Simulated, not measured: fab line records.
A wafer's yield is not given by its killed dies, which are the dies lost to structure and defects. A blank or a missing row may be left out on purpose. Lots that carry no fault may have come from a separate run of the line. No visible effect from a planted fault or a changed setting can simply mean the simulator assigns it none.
fab line records	flow n5-finfet
record: lots: 24	wafers: 72	last-day: 17
route steps=1938 shown BEOL_M5@1176 BEOL_M6@1198
lots with no fault: from the same line, run without faults
start-h: hours from the record's first day to the start of the lot's first wafer shown	wait-h: how many hours have passed since the lot's step before this one	" the same as in the row above	L1.1+2: a single row standing in for several wafers	- no value, or no start given	* or withheld: withheld	< > ~ a bound
route shown NAME@n: a module of which the file shows steps, and the number in the route of the first	usual: mean and standard deviation over wafers with no fault	same: alike in all rows	chamber/n: place in a boat	sites: per-site readings	_std_site: how widely they spread, as a standard deviation	_edge_site: outer sites' mean less inner sites'	radius-mm: for every site, how far away it sits from the centre of the wafer	mask NAME#n: copy n	behind: the most recent tool/chamber to have shaped the wafer	hold: what put the lot on hold/how long, in hours/how the hold closed	device: the transistor (n, p or np) that didn't switch	end of line: tests of these same wafers at the route's end	a step given without rows: its recipe and nothing more	killed: dies lost to structure and defects at the first sort, not the wafer's yield	map: shows each die of a wafer: x if killed, . if not, _ if none is there
set.NAME: setting as actually run; set.NAME@STEP: the setting as run at that earlier step	model.NAME: the simulator's own value behind a step, which no gauge read
one table for each step of the route and one row for each wafer, over a sample of lots
services: a tool's chamber out of use, with start hour (start-h, from the record's first day; less than 0 if before it), hours out, and reason
== steps ==
step: N5_BEOL_M5_ANNEAL_49
recipe: temp-c: 400	time-s: 1800	ambient: vacuum
usual: heater-power-w: 812/55	susceptor-temp-C: 399.99/0.23
lot.wafer	tool	chamber	start-h	wait-h	heater-power-w	susceptor-temp-C
L075.1	pvd-sputter-02	-	181.15	0.0	742	399.72
L075.2	"	-	"	"	925	399.97
L075.5	"	-	"	"	795	399.97
L074.2	pvd-sputter-03	-	181.20	0.0	778	400.20
L074.4	"	-	"	"	709	399.67
L074.5	"	-	"	"	782	400.38
L076.3	pvd-sputter-01	-	183.89	0.0	855	400.08
L076.5	"	-	"	"	857	400.10
L076.6	"	-	"	"	816	399.75
L077.2	pvd-sputter-01	-	197.76	0.0	818	399.89
L077.3	"	-	"	"	815	400.14
L077.4	"	-	"	"	859	399.89
L079.2	pvd-sputter-02	-	200.94	0.0	852	399.86
L079.3	"	-	"	"	769	399.97
L079.6	"	-	"	"	940	400.03
L078.2	pvd-sputter-03	-	203.88	0.0	780	400.07
L078.3	"	-	"	"	792	400.22
L078.4	"	-	"	"	795	399.96
L080.3	pvd-sputter-03	-	213.97	0.0	716	400.10
L080.4	"	-	"	"	777	399.98
L080.6	"	-	"	"	729	399.75
L082.1	pvd-sputter-02	-	222.56	0.0	753	399.76
L082.2	"	-	"	"	855	399.89
L082.3	"	-	"	"	777	399.84
L081.3	pvd-sputter-03	-	223.09	0.0	765	400.15
L081.4	"	-	"	"	809	400.06
L081.6	"	-	"	"	832	400.10
L084.2	pvd-sputter-01	-	227.56	0.0	864	399.87
L084.3	"	-	"	"	826	399.73
L084.4	"	-	"	"	852	400.36
L083.2	pvd-sputter-02	-	230.05	0.0	760	399.73
L083.5	"	-	"	"	771	400.10
L083.6	"	-	"	"	760	399.97
L085.1	pvd-sputter-01	-	245.00	0.0	830	400.19
L085.4	"	-	"	"	821	400.16
L085.5	"	-	"	"	883	399.68
L086.1	pvd-sputter-02	-	253.29	0.0	931	400.30
L086.2	"	-	"	"	854	400.09
L086.6	"	-	"	"	753	399.81
L087.1	pvd-sputter-03	-	260.23	0.0	725	399.87
L087.2	"	-	"	"	815	399.67
L087.4	"	-	"	"	783	400.04
L088.2	pvd-sputter-02	-	262.89	0.0	770	400.26
L088.5	"	-	"	"	842	400.08
L088.6	"	-	"	"	761	399.75
L089.1	pvd-sputter-01	-	270.59	0.0	826	400.20
L089.4	"	-	"	"	800	399.80
L089.6	"	-	"	"	879	399.67
L090.1	pvd-sputter-03	-	283.45	0.0	825	399.91
L090.3	"	-	"	"	773	400.05
L090.5	"	-	"	"	799	400.03
L091.2	pvd-sputter-02	-	286.85	0.0	779	399.99
L091.4	"	-	"	"	867	399.51
L091.6	"	-	"	"	925	400.11
L092.2	pvd-sputter-01	-	292.62	0.0	810	399.97
L092.4	"	-	"	"	879	400.16
L092.6	"	-	"	"	874	400.38
L093.2	pvd-sputter-03	-	293.29	0.0	708	400.25
L093.3	"	-	"	"	798	399.78
L093.5	"	-	"	"	726	400.49
L094.1	pvd-sputter-01	-	299.00	0.0	830	400.61
L094.5	"	-	"	"	812	400.17
L094.6	"	-	"	"	857	400.01
L097.3	pvd-sputter-03	-	313.49	0.0	778	399.74
L097.5	"	-	"	"	729	399.69
L097.6	"	-	"	"	797	399.98
L095.1	pvd-sputter-01	-	314.33	0.0	808	399.74
L095.2	"	-	"	"	798	400.54
L095.5	"	-	"	"	835	399.71
L096.2	pvd-sputter-01	-	319.00	0.0	809	399.56
L096.4	"	-	"	"	861	399.75
L096.6	"	-	"	"	871	399.79
step: N5_BEOL_M5_INSPECT_58
recipe: inspect-instrument: darkfield	mode: post-dep
usual: raw-defect-count: 66/20
lot.wafer	tool	chamber	start-h	wait-h	raw-defect-count
L075.1	defect-inspect-02	-	186.56	0.0	104
L075.2	"	-	"	"	59
L075.5	"	-	"	"	69
L074.2	defect-inspect-01	-	186.64	0.0	77
L074.4	"	-	"	"	69
L074.5	"	-	"	"	68
L076.3	defect-inspect-02	-	189.57	0.0	87
L076.5	"	-	"	"	107
L076.6	"	-	"	"	134
L077.2	defect-inspect-02	-	205.47	0.0	73
L077.3	"	-	"	"	39
L077.4	"	-	"	"	59
L079.2	defect-inspect-01	-	209.58	0.0	96
L079.3	"	-	"	"	90
L079.6	"	-	"	"	59
L078.2	defect-inspect-01	-	210.81	0.0	60
L078.3	"	-	"	"	66
L078.4	"	-	"	"	76
L080.3	defect-inspect-02	-	220.09	0.0	75
L080.4	"	-	"	"	41
L080.6	"	-	"	"	94
L082.1	defect-inspect-01	-	228.04	0.0	30
L082.2	"	-	"	"	76
L082.3	"	-	"	"	63
L081.3	defect-inspect-01	-	228.49	0.0	39
L081.4	"	-	"	"	37
L081.6	"	-	"	"	27
L084.2	defect-inspect-01	-	232.90	0.0	112
L084.3	"	-	"	"	96
L084.4	"	-	"	"	66
L083.2	defect-inspect-01	-	235.66	0.0	55
L083.5	"	-	"	"	57
L083.6	"	-	"	"	56
L085.1	defect-inspect-01	-	250.75	0.0	53
L085.4	"	-	"	"	47
L085.5	"	-	"	"	57
L086.1	defect-inspect-01	-	258.94	0.0	73
L086.2	"	-	"	"	61
L086.6	"	-	"	"	105
L087.1	defect-inspect-01	-	265.79	0.0	76
L087.2	"	-	"	"	86
L087.4	"	-	"	"	73
L088.2	defect-inspect-01	-	268.32	0.0	46
L088.5	"	-	"	"	59
L088.6	"	-	"	"	60
L089.1	defect-inspect-01	-	276.10	0.0	68
L089.4	"	-	"	"	42
L089.6	"	-	"	"	72
L090.1	defect-inspect-02	-	288.81	0.0	84
L090.3	"	-	"	"	60
L090.5	"	-	"	"	72
L091.2	defect-inspect-02	-	292.43	0.0	41
L091.4	"	-	"	"	48
L091.6	"	-	"	"	69
L092.2	defect-inspect-01	-	297.97	0.0	85
L092.4	"	-	"	"	69
L092.6	"	-	"	"	64
L093.2	defect-inspect-01	-	302.37	0.0	58
L093.3	"	-	"	"	56
L093.5	"	-	"	"	35
L094.1	defect-inspect-02	-	304.40	0.0	73
L094.5	"	-	"	"	71
L094.6	"	-	"	"	80
L095.1	defect-inspect-01	-	319.76	0.0	67
L095.2	"	-	"	"	37
L095.5	"	-	"	"	51
L097.3	defect-inspect-02	-	322.95	0.0	63
L097.5	"	-	"	"	42
L097.6	"	-	"	"	27
L096.2	defect-inspect-02	-	324.90	0.0	62
L096.4	"	-	"	"	76
L096.6	"	-	"	"	57
step: N5_BEOL_M6_HM_DEP_02
recipe: material: TiN	target-thk-a: 200	temp-c: 25	chamber-pressure-pa: 0.49996
usual: susceptor-temp-C: 24.99/0.1	throttle-valve-pct: 29.9/1
lot.wafer	tool	chamber	start-h	wait-h	susceptor-temp-C	throttle-valve-pct
L075.1	pvd-sputter-02	-	187.96	0.7	24.97	29.5
L075.2	"	-	"	"	25.04	29.8
L075.5	"	-	"	"	24.92	30.9
L074.2	pvd-sputter-02	-	188.06	0.7	25.03	28.0
L074.4	"	-	"	"	24.84	29.6
L074.5	"	-	"	"	24.83	30.9
L076.3	pvd-sputter-01	-	190.98	0.7	25.06	30.0
L076.5	"	-	"	"	24.83	31.0
L076.6	"	-	"	"	24.98	29.7
L077.2	pvd-sputter-01	-	209.47	3.3	25.02	29.7
L077.3	"	-	"	"	25.02	31.8
L077.4	"	-	"	"	24.87	29.5
L079.2	pvd-sputter-01	-	210.55	0.3	25.07	31.5
L079.3	"	-	"	"	25.07	30.1
L079.6	"	-	"	"	24.97	29.2
L078.2	pvd-sputter-01	-	213.05	1.6	25.05	31.1
L078.3	"	-	"	"	24.99	29.9
L078.4	"	-	"	"	25.04	31.6
L080.3	pvd-sputter-02	-	221.12	0.4	25.06	29.5
L080.4	"	-	"	"	25.00	30.8
L080.6	"	-	"	"	24.73	31.2
L082.1	pvd-sputter-01	-	231.90	3.2	25.09	30.8
L082.2	"	-	"	"	24.96	30.0
L082.3	"	-	"	"	24.89	29.3
L081.3	pvd-sputter-03	-	231.96	2.8	24.83	30.0
L081.4	"	-	"	"	24.93	30.2
L081.6	"	-	"	"	25.02	30.1
L084.2	pvd-sputter-03	-	235.10	1.5	25.00	30.2
L084.3	"	-	"	"	25.10	29.6
L084.4	"	-	"	"	25.04	30.1
L083.2	pvd-sputter-03	-	236.37	0.0	25.05	30.2
L083.5	"	-	"	"	25.02	29.7
L083.6	"	-	"	"	25.05	29.0
L085.1	pvd-sputter-01	-	251.89	0.5	25.11	31.8
L085.4	"	-	"	"	25.10	29.2
L085.5	"	-	"	"	24.95	29.2
L086.1	pvd-sputter-03	-	260.03	0.3	25.20	30.2
L086.2	"	-	"	"	25.11	28.6
L086.6	"	-	"	"	25.04	29.7
L087.1	pvd-sputter-01	-	269.59	3.1	25.08	30.9
L087.2	"	-	"	"	24.96	30.0
L087.4	"	-	"	"	25.04	31.6
L088.2	pvd-sputter-01	-	270.17	1.2	25.06	31.7
L088.5	"	-	"	"	24.99	31.8
L088.6	"	-	"	"	24.69	29.3
L089.1	pvd-sputter-02	-	278.53	1.8	24.96	29.8
L089.4	"	-	"	"	25.09	29.5
L089.6	"	-	"	"	25.15	30.9
L090.1	pvd-sputter-02	-	291.66	1.7	24.83	31.0
L090.3	"	-	"	"	24.95	27.7
L090.5	"	-	"	"	24.93	29.6
L091.2	pvd-sputter-02	-	296.77	3.7	24.83	27.7
L091.4	"	-	"	"	25.02	29.7
L091.6	"	-	"	"	25.14	29.3
L092.2	pvd-sputter-01	-	298.82	0.0	24.94	31.5
L092.4	"	-	"	"	24.95	29.8
L092.6	"	-	"	"	24.82	29.8
L093.2	pvd-sputter-03	-	305.99	2.5	25.00	29.6
L093.3	"	-	"	"	25.20	29.9
L093.5	"	-	"	"	24.85	29.4
L094.1	pvd-sputter-03	-	306.67	1.6	25.12	30.2
L094.5	"	-	"	"	24.96	29.0
L094.6	"	-	"	"	25.00	30.3
L095.1	pvd-sputter-02	-	320.47	0.0	25.10	29.5
L095.2	"	-	"	"	25.19	29.5
L095.5	"	-	"	"	25.03	29.4
L097.3	pvd-sputter-01	-	323.82	0.2	24.94	32.1
L097.5	"	-	"	"	24.90	29.8
L097.6	"	-	"	"	25.01	29.2
L096.2	pvd-sputter-02	-	328.12	2.5	24.92	29.6
L096.4	"	-	"	"	25.05	31.1
L096.6	"	-	"	"	25.03	27.9
step: N5_BEOL_M6_CD_MEAS_11
recipe: target-cd-nm: 38.5	landing-energy-ev: 500	detector: se-inlens	polarity: opening
usual: cd-nm: 38.1/0.68
lot.wafer	tool	chamber	start-h	wait-h	cd-nm
L075.1	cd-sem-01	0	188.33	-	38.4
L075.2	"	0	"	"	38.9
L075.5	"	0	"	"	37.7
L074.2	cd-sem-02	0	188.56	-	37.5
L074.4	"	0	"	"	37.6
L074.5	"	0	"	"	37.8
L076.3	cd-sem-01	0	191.48	-	37.8
L076.5	"	0	"	"	38.2
L076.6	"	0	"	"	38.2
L077.2	cd-sem-01	0	209.84	-	37.7
L077.3	"	0	"	"	38.4
L077.4	"	0	"	"	38.9
L079.2	cd-sem-01	0	211.05	-	37.7
L079.3	"	0	"	"	37.2
L079.6	"	0	"	"	37.3
L078.2	cd-sem-02	0	213.55	-	38.2
L078.3	"	0	"	"	38.2
L078.4	"	0	"	"	37.9
L080.3	cd-sem-01	0	221.62	-	38.1
L080.4	"	0	"	"	39.0
L080.6	"	0	"	"	37.8
L082.1	cd-sem-01	0	232.42	-	39.5
L082.2	"	0	"	"	37.7
L082.3	"	0	"	"	38.8
L081.3	cd-sem-01	0	232.58	-	38.4
L081.4	"	0	"	"	38.8
L081.6	"	0	"	"	37.4
L084.2	cd-sem-01	0	235.60	-	39.7
L084.3	"	0	"	"	39.1
L084.4	"	0	"	"	38.3
L083.2	cd-sem-02	0	236.74	-	38.1
L083.5	"	0	"	"	38.6
L083.6	"	0	"	"	38.2
L085.1	cd-sem-02	0	252.38	-	38.4
L085.4	"	0	"	"	37.3
L085.5	"	0	"	"	38.3
L086.1	cd-sem-02	0	260.52	-	37.3
L086.2	"	0	"	"	38.4
L086.6	"	0	"	"	37.8
L087.1	cd-sem-02	0	269.96	-	39.2
L087.2	"	0	"	"	38.6
L087.4	"	0	"	"	38.4
L088.2	cd-sem-03	0	270.54	-	37.5
L088.5	"	0	"	"	37.9
L088.6	"	0	"	"	37.5
L089.1	cd-sem-03	0	279.03	-	37.2
L089.4	"	0	"	"	37.3
L089.6	"	0	"	"	37.9
L090.1	cd-sem-01	0	292.15	-	37.8
L090.3	"	0	"	"	38.4
L090.5	"	0	"	"	38.5
L091.2	cd-sem-01	0	297.27	-	38.4
L091.4	"	0	"	"	39.4
L091.6	"	0	"	"	38.3
L092.2	cd-sem-03	0	299.31	-	37.5
L092.4	"	0	"	"	37.9
L092.6	"	0	"	"	38.4
L093.2	cd-sem-03	0	306.36	-	37.2
L093.3	"	0	"	"	38.1
L093.5	"	0	"	"	37.7
L094.1	cd-sem-01	0	307.17	-	37.8
L094.5	"	0	"	"	37.3
L094.6	"	0	"	"	37.7
L095.1	cd-sem-01	0	320.97	-	40.1
L095.2	"	0	"	"	38.3
L095.5	"	0	"	"	38.7
L097.3	cd-sem-02	0	324.20	-	36.5
L097.5	"	0	"	"	36.8
L097.6	"	0	"	"	37.5
L096.2	cd-sem-03	0	328.62	-	37.7
L096.4	"	0	"	"	38.8
L096.6	"	0	"	"	38.4
step: N5_BEOL_M6_STRIP_19
recipe: chemistry: O2	power-w: 400	temp-c: 40	pressure-mtorr: 30	rf-frequency-hz: 6e+07	bias-power-w: 0	overash-fraction: 0.2	o2-flow-sccm: 225
usual: chamber-pressure-mTorr: 30.00/0.037	drypump-motor-current-A: 5.5/0.36	oes-product-au: 0.80/0.083	rf-vpp-V: 3.7/0.64	showerhead-plenum-p-Torr: 2.09/0.086	throttle-valve-pct: 16.64/0.27
lot.wafer	tool	chamber	start-h	wait-h	chamber-pressure-mTorr	drypump-motor-current-A	oes-product-au	rf-hours-counter-h	rf-vpp-V	showerhead-plenum-p-Torr	throttle-valve-pct
L075.1	rie-diel-05	3	188.85	0.1	30.05	5.0	0.70	224	3.9	2.16	16.79
L075.2	"	2	"	"	29.97	5.7	0.77	150	2.7	1.94	17.13
L075.5	"	3	"	"	29.94	5.0	0.72	-	3.3	2.16	16.79
L074.2	rie-diel-04	0	189.09	0.1	29.96	6.0	0.93	14	3.3	2.14	16.35
L074.4	"	1	"	"	29.98	5.6	0.68	247	4.5	1.95	16.72
L074.5	"	2	"	"	29.93	5.7	0.69	-	3.6	2.13	16.97
L076.3	rie-diel-01	3	191.96	0.1	29.94	5.9	0.70	210	3.2	2.19	16.98
L076.5	"	1	"	"	29.94	5.2	0.76	-	3.4	2.07	16.69
L076.6	"	2	"	"	30.04	5.4	0.83	-	4.0	2.17	16.76
L077.2	rie-diel-01	2	210.38	0.1	29.95	5.4	0.81	83	3.8	2.16	16.79
L077.3	"	1	"	"	30.02	5.2	0.76	165	3.5	2.07	16.70
L077.4	"	0	"	"	29.97	6.0	0.89	-	3.3	2.02	16.30
L079.2	rie-diel-01	1	211.52	0.1	29.99	5.2	0.76	165	4.0	2.07	16.72
L079.3	"	0	"	"	30.02	6.0	0.89	51	2.9	2.02	16.30
L079.6	"	1	"	"	30.01	5.2	0.76	-	3.9	2.07	16.71
L078.2	rie-diel-05	1	214.02	0.1	30.03	5.5	0.78	84	3.5	2.03	16.46
L078.3	"	3	"	"	30.00	5.0	0.70	230	4.6	2.15	16.79
L078.4	"	0	"	"	29.97	4.8	0.70	207	3.4	1.96	16.71
L080.3	rie-diel-05	0	222.33	0.1	30.00	4.9	0.70	210	3.7	1.96	16.71
L080.4	"	2	"	"	30.01	5.7	0.75	158	3.6	1.93	17.14
L080.6	"	0	"	"	30.00	4.9	0.71	-	3.5	1.96	16.73
L082.1	rie-diel-01	2	232.93	0.1	30.06	5.4	0.81	91	3.4	2.16	16.79
L082.2	"	0	"	"	29.99	6.0	0.89	60	3.8	2.02	16.34
L082.3	"	3	"	"	30.04	5.9	0.70	218	4.1	2.19	16.97
L081.3	rie-diel-01	2	233.06	0.1	29.97	5.4	0.80	91	4.0	2.16	16.82
L081.4	"	0	"	"	30.03	6.0	0.89	60	3.1	2.02	16.30
L081.6	"	1	"	"	29.99	5.2	0.75	-	4.7	2.06	16.72
L084.2	rie-diel-05	1	236.07	0.1	30.06	5.6	0.77	91	3.9	2.03	16.45
L084.3	"	3	"	"	29.96	5.0	0.69	238	3.3	2.15	16.81
L084.4	"	2	"	"	30.02	5.7	0.76	163	5.0	1.93	17.16
L083.2	rie-diel-04	2	237.27	0.1	29.97	5.7	0.95	2	4.6	2.13	16.60
L083.5	"	1	"	"	29.98	5.6	0.98	-	3.9	2.21	16.31
L083.6	"	2	"	"	30.05	5.7	0.94	-	3.8	2.13	16.56
L085.1	rie-diel-04	1	252.86	0.1	30.06	5.6	0.95	18	3.4	2.21	16.33
L085.4	"	3	"	"	30.05	5.1	0.86	28	4.0	2.15	16.18
L085.5	"	0	"	"	29.99	6.0	0.86	-	3.3	2.13	16.40
L086.1	rie-diel-05	0	261.39	0.1	30.00	4.9	0.69	219	4.4	1.96	16.74
L086.2	"	1	"	"	30.09	5.5	0.76	101	3.6	2.03	16.50
L086.6	"	2	"	"	29.98	5.7	0.74	-	4.4	1.93	17.15
L087.1	rie-diel-05	2	270.76	0.2	29.99	5.7	0.74	177	3.3	1.93	17.14
L087.2	"	1	"	"	30.08	5.6	0.76	105	3.5	2.03	16.51
L087.4	"	0	"	"	29.99	4.8	0.69	-	3.3	1.96	16.75
L088.2	rie-diel-04	2	271.76	0.1	30.06	5.7	0.90	17	2.7	2.12	16.62
L088.5	"	1	"	"	30.00	5.6	0.95	-	3.8	2.20	16.33
L088.6	"	2	"	"	29.99	5.7	0.91	-	3.9	2.12	16.59
L089.1	rie-diel-04	0	279.54	0.1	30.00	6.0	0.84	50	4.5	2.13	16.41
L089.4	"	1	"	"	30.01	5.6	0.93	29	3.9	2.20	16.32
L089.6	"	1	"	"	30.05	5.6	0.94	-	3.1	2.20	16.32
L090.1	rie-diel-04	3	293.13	0.1	29.99	5.1	0.82	46	4.5	2.14	16.22
L090.3	"	2	"	"	30.04	5.7	0.87	26	2.5	2.12	16.61
L090.5	"	2	"	"	30.05	5.7	0.87	-	3.1	2.12	16.63
L091.2	rie-diel-01	0	297.91	0.2	29.99	6.0	0.84	77	3.1	2.01	16.36
L091.4	"	3	"	"	29.94	5.9	0.67	236	4.0	2.18	17.03
L091.6	"	3	"	"	30.01	5.9	0.68	-	3.7	2.18	17.01
L092.2	rie-diel-01	2	299.87	0.2	29.97	5.4	0.80	112	2.9	2.15	16.86
L092.4	"	3	"	"	29.98	5.9	0.68	237	3.4	2.18	17.01
L092.6	"	0	"	"	30.01	6.0	0.87	-	3.6	2.01	16.34
L093.2	rie-diel-05	2	306.94	0.2	29.91	5.7	0.72	192	4.8	1.92	17.20
L093.3	"	0	"	"	29.98	4.9	0.68	239	4.2	1.95	16.77
L093.5	"	0	"	"	30.02	4.9	0.69	-	3.9	1.95	16.75
L094.1	rie-diel-01	2	308.06	0.1	30.02	5.4	0.78	114	2.9	2.15	16.85
L094.5	"	1	"	"	30.01	5.2	0.73	-	3.2	2.06	16.75
L094.6	"	2	"	"	29.99	5.4	0.77	-	5.0	2.15	16.85
L095.1	rie-diel-01	3	321.45	0.1	29.97	5.9	0.68	244	3.7	2.18	17.04
L095.2	"	0	"	"	30.01	6.0	0.87	83	4.4	2.01	16.36
L095.5	"	3	"	"	29.99	5.9	0.68	-	3.5	2.18	17.03
L097.3	rie-diel-04	0	325.00	0.4	29.96	6.0	0.82	64	4.4	2.12	16.44
L097.5	"	1	"	"	29.98	5.6	0.89	-	3.7	2.20	16.35
L097.6	"	2	"	"	29.98	5.7	0.87	-	3.0	2.11	16.65
L096.2	rie-diel-04	1	329.14	0.1	30.03	5.6	0.90	44	3.6	2.20	16.37
L096.4	"	0	"	"	29.98	6.0	0.82	65	3.3	2.12	16.46
L096.6	"	2	"	"	29.98	5.7	0.87	-	3.6	2.11	16.66
step: N5_BEOL_M6_ETCH_66
recipe: chemistry: N2/H2	target: SOC	target-depth-a: 800	overetch-a: 160	mask-material: SiARC	temp-c: 40	time-s: 120	ion-energy-ev: 200	pressure-mtorr: 30	source-w: 840	bias-w: 150	n2-flow-sccm: 200	h2-flow-sccm: 200
usual: chamber-pressure-mTorr: 30.004/0.03	drypump-motor-current-A: 5.5/0.38	oes-product-au: 0.61/0.062	rf-vpp-V: 523.6/3	showerhead-plenum-p-Torr: 2.53/0.097	throttle-valve-pct: 17.78/0.28
lot.wafer	tool	chamber	start-h	wait-h	chamber-pressure-mTorr	drypump-motor-current-A	oes-product-au	rf-hours-counter-h	rf-vpp-V	showerhead-plenum-p-Torr	throttle-valve-pct
L075.1	rie-diel-05	1	190.45	0.0	30.033	5.6	0.62	76	523.3	2.47	17.61
L075.2	"	3	"	"	29.976	5.0	0.53	225	526.5	2.60	17.74
L075.5	"	0	"	"	30.023	4.9	0.54	-	520.1	2.44	18.06
L074.2	rie-diel-01	3	190.54	0.0	29.997	5.9	0.54	210	526.1	2.63	17.99
L074.4	"	0	"	"	30.014	6.0	0.69	42	521.8	2.46	17.53
L074.5	"	1	"	"	30.002	5.2	0.57	-	523.6	2.54	17.88
L076.3	rie-diel-01	1	192.75	0.0	30.032	5.2	0.57	156	523.9	2.54	17.89
L076.5	"	2	"	"	29.984	5.4	0.64	-	525.0	2.56	17.54
L076.6	"	3	"	"	30.019	5.9	0.54	-	526.4	2.63	18.00
L077.2	rie-diel-05	3	210.99	0.0	29.977	5.0	0.53	229	524.4	2.60	17.74
L077.3	"	1	"	"	30.014	5.6	0.61	82	521.6	2.47	17.64
L077.4	"	0	"	"	29.964	4.9	0.53	205	519.0	2.43	18.07
L079.2	rie-diel-05	0	213.43	0.0	30.020	4.9	0.53	207	519.4	2.43	18.08
L079.3	"	3	"	"	29.992	5.0	0.53	230	525.7	2.60	17.73
L079.6	"	0	"	"	29.973	4.9	0.53	-	519.7	2.43	18.07
L078.2	rie-diel-01	2	215.57	0.0	30.006	5.4	0.63	85	525.4	2.56	17.58
L078.3	"	3	"	"	30.024	5.9	0.54	212	526.0	2.63	17.99
L078.4	"	1	"	"	29.957	5.2	0.57	166	524.3	2.53	17.91
L080.3	rie-diel-05	2	225.12	0.0	30.035	5.7	0.59	159	518.3	2.35	18.35
L080.4	"	0	"	"	29.994	4.9	0.53	211	518.7	2.43	18.07
L080.6	"	2	"	"	30.017	5.7	0.59	-	517.6	2.35	18.35
L082.1	rie-diel-04	3	234.03	0.0	30.024	5.1	0.67	21	526.2	2.61	17.38
L082.2	"	0	"	"	30.007	6.1	0.67	32	525.8	2.59	17.48
L082.3	"	2	"	"	30.015	5.7	0.75	1	526.0	2.57	17.64
L081.3	rie-diel-05	1	234.20	0.0	30.017	5.6	0.60	90	522.7	2.47	17.64
L081.4	"	0	"	"	29.994	4.9	0.53	214	521.7	2.43	18.09
L081.6	"	2	"	"	30.010	5.7	0.58	-	518.0	2.35	18.36
L084.2	rie-diel-04	1	239.45	0.0	30.043	5.6	0.73	13	529.1	2.73	17.70
L084.3	"	0	"	"	29.980	6.0	0.67	34	526.2	2.59	17.49
L084.4	"	3	"	"	29.987	5.1	0.68	22	524.5	2.61	17.37
L083.2	rie-diel-05	1	239.76	0.0	30.050	5.6	0.61	92	523.4	2.46	17.64
L083.5	"	1	"	"	29.960	5.6	0.60	-	522.2	2.46	17.65
L083.6	"	2	"	"	29.984	5.7	0.59	-	517.8	2.35	18.37
L085.1	rie-diel-01	1	254.41	0.0	29.992	5.2	0.56	180	524.5	2.53	17.94
L085.4	"	0	"	"	30.047	6.0	0.67	66	521.4	2.46	17.55
L085.5	"	2	"	"	29.989	5.4	0.61	-	523.9	2.55	17.60
L086.1	rie-diel-04	3	263.68	0.0	29.984	5.0	0.66	33	526.1	2.61	17.39
L086.2	"	2	"	"	29.956	5.7	0.70	13	524.3	2.57	17.67
L086.6	"	3	"	"	29.968	5.0	0.66	-	526.9	2.61	17.38
L088.2	rie-diel-04	0	273.69	0.0	29.971	6.1	0.65	47	524.3	2.58	17.49
L088.5	"	2	"	"	30.006	5.7	0.68	-	526.3	2.57	17.66
L088.6	"	3	"	"	30.024	5.0	0.66	-	524.9	2.61	17.40
L087.1	rie-diel-04	1	274.09	0.0	30.002	5.6	0.71	26	528.6	2.72	17.73
L087.2	"	2	"	"	30.005	5.7	0.69	18	525.0	2.57	17.68
L087.4	"	3	"	"	29.992	5.0	0.66	38	524.7	2.61	17.38
L089.1	rie-diel-04	0	281.45	0.0	30.033	6.0	0.64	50	524.8	2.58	17.51
L089.4	"	1	"	"	29.976	5.6	0.70	29	527.3	2.72	17.73
L089.6	"	1	"	"	30.049	5.6	0.70	-	526.7	2.72	17.74
L090.1	rie-diel-01	3	297.29	0.0	30.034	5.9	0.53	236	525.1	2.62	18.02
L090.3	"	1	"	"	30.020	5.2	0.55	192	523.9	2.52	17.96
L090.5	"	2	"	"	29.983	5.4	0.61	-	524.7	2.54	17.60
L091.2	rie-diel-04	0	299.47	0.0	30.005	6.0	0.64	56	525.3	2.58	17.52
L091.4	"	2	"	"	30.038	5.7	0.68	27	524.2	2.56	17.69
L091.6	"	3	"	"	30.012	5.1	0.64	-	524.6	2.60	17.42
L092.2	rie-diel-01	1	301.51	0.0	29.999	5.2	0.55	194	521.4	2.52	17.95
L092.4	"	3	"	"	29.961	6.0	0.52	237	525.6	2.62	18.03
L092.6	"	0	"	"	29.991	6.0	0.65	-	521.7	2.45	17.58
L093.2	rie-diel-05	1	310.06	0.0	30.014	5.5	0.58	122	520.4	2.45	17.68
L093.3	"	0	"	"	29.972	4.8	0.51	241	519.3	2.42	18.14
L093.5	"	2	"	"	30.026	5.7	0.56	-	517.7	2.34	18.42
L094.1	rie-diel-05	0	310.46	0.0	29.918	4.9	0.51	241	520.0	2.42	18.14
L094.5	"	2	"	"	29.989	5.7	0.57	-	518.0	2.34	18.42
L094.6	"	0	"	"	29.995	4.9	0.51	-	520.8	2.42	18.14
L095.1	rie-diel-04	1	322.68	0.0	29.978	5.6	0.68	42	526.8	2.71	17.76
L095.2	"	2	"	"	30.041	5.7	0.66	36	525.7	2.56	17.70
L095.5	"	3	"	"	29.984	5.1	0.63	-	526.1	2.60	17.43
L097.3	rie-diel-01	0	327.61	0.0	30.058	6.0	0.65	85	520.8	2.45	17.59
L097.5	"	1	"	"	29.995	5.2	0.54	-	522.5	2.52	17.98
L097.6	"	2	"	"	30.044	5.4	0.59	-	525.6	2.54	17.65
L096.2	rie-diel-01	0	330.76	0.0	30.043	6.0	0.64	86	522.0	2.45	17.60
L096.4	"	3	"	"	30.000	6.0	0.52	247	527.5	2.61	18.05
L096.6	"	2	"	"	29.948	5.4	0.60	-	524.4	2.54	17.64
== services ==
tool	chamber	start-h	hours	kind
rie-diel-04	3	160.57	-	clean
rie-diel-04	3	160.57	-	consumable-replace:focus-ring
rie-diel-04	3	160.57	28.2	scheduled-down
rie-diel-04	3	160.57	28.2	vent-cycle
rie-diel-01	3	195.47	16.5	repair
rie-diel-04	1	196.86	-	clean
rie-diel-04	1	196.86	-	consumable-replace:focus-ring
rie-diel-04	1	196.86	-	consumable-replace:showerhead
rie-diel-04	1	196.86	14.6	scheduled-down
rie-diel-04	1	196.86	14.6	vent-cycle
rie-diel-04	0	199.60	4.3	repair
rie-diel-04	2	211.62	-	clean
rie-diel-04	2	211.62	-	consumable-replace:focus-ring
rie-diel-04	2	211.62	19.5	scheduled-down
rie-diel-04	2	211.62	19.5	vent-cycle
rie-diel-05	0	245.48	11.8	repair
rie-diel-01	-	259.93	15.6	pm
rie-diel-05	3	266.21	-	clean
rie-diel-05	3	266.21	-	consumable-replace:focus-ring
rie-diel-05	3	266.21	19.3	scheduled-down
rie-diel-01	1	286.84	1.3	repair
rie-diel-05	3	295.88	15.1	repair
rie-diel-01	0	311.92	8.4	repair
rie-diel-05	0	314.81	2.2	repair
== key ==
fault none
